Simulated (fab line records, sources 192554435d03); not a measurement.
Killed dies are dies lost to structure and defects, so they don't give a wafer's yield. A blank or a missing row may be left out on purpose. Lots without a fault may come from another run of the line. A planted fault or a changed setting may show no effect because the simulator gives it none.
Chamber matching | flow n5_finfet | N5_BEOL_M0_ALD_136 on ald_metal-03: 4 sister chambers
The step deposits TaN, pulse time 2 s, purge time 3 s, co reactant purge time 2 s. 20 wafers are shown with their chamber, then 10 later ones without.

WAFERS WITH THEIR CHAMBER
wafer  | chamber | heater_power_w (W)
L074.4 | 2       | 391
L074.5 | 3       | 470
L074.6 | 0       | 357
L075.3 | 0       | 357
L075.4 | 3       | 468
L075.5 | 1       | 369
L076.2 | 1       | 359
L076.3 | 0       | 350
L076.4 | 3       | 458
L082.1 | 0       | 340
L082.4 | 2       | 409
L082.5 | 1       | 368
L084.3 | 1       | 375
L084.4 | 3       | 465
L084.6 | 2       | 400
L085.1 | 3       | 455
L085.3 | 2       | 412
L085.5 | 2       | 406
L088.1 | 2       | 405
L088.2 | 3       | 460

SIGNATURES (means of the wafers above)
reading        | chamber 0 | chamber 1 | chamber 2 | chamber 3 | scatter within a chamber
heater_power_w | 351.00    | 367.75    | 403.83    | 462.67    | 6.98
Rule: a wafer's distance from a chamber is the root of the sum, over the readings, of the square of ((its reading less the chamber's mean) divided by the reading's scatter). The wafer belongs to the nearest chamber; if the next one is less than 2 further off, it can't be placed. The scatter: the root of (the sum of the squares of (reading less its chamber's mean) over the shown wafers, divided by (wafers less chambers)).

WAFERS WITHOUT THEIR CHAMBER
wafer  | heater_power_w (W)
L088.5 | 348
L091.2 | 349
L091.3 | 374
L091.5 | 475
L094.3 | 367
L094.4 | 457
L094.6 | 401
L097.3 | 463
L097.4 | 368
L097.6 | 461

WHICH CHAMBER EACH WENT THROUGH
wafer  | from the rows above | in truth
L088.5 | 0                   | 0
L091.2 | 0                   | 0
L091.3 | 1                   | 1
L091.5 | 3                   | 3
L094.3 | 1                   | 1
L094.4 | 3                   | 3
L094.6 | 2                   | 2
L097.3 | 3                   | 3
L097.4 | 1                   | 1
L097.6 | 3                   | 3
Placed correctly: 10 of 10. Can't be placed from these rows: 0. Placed wrongly: 0.
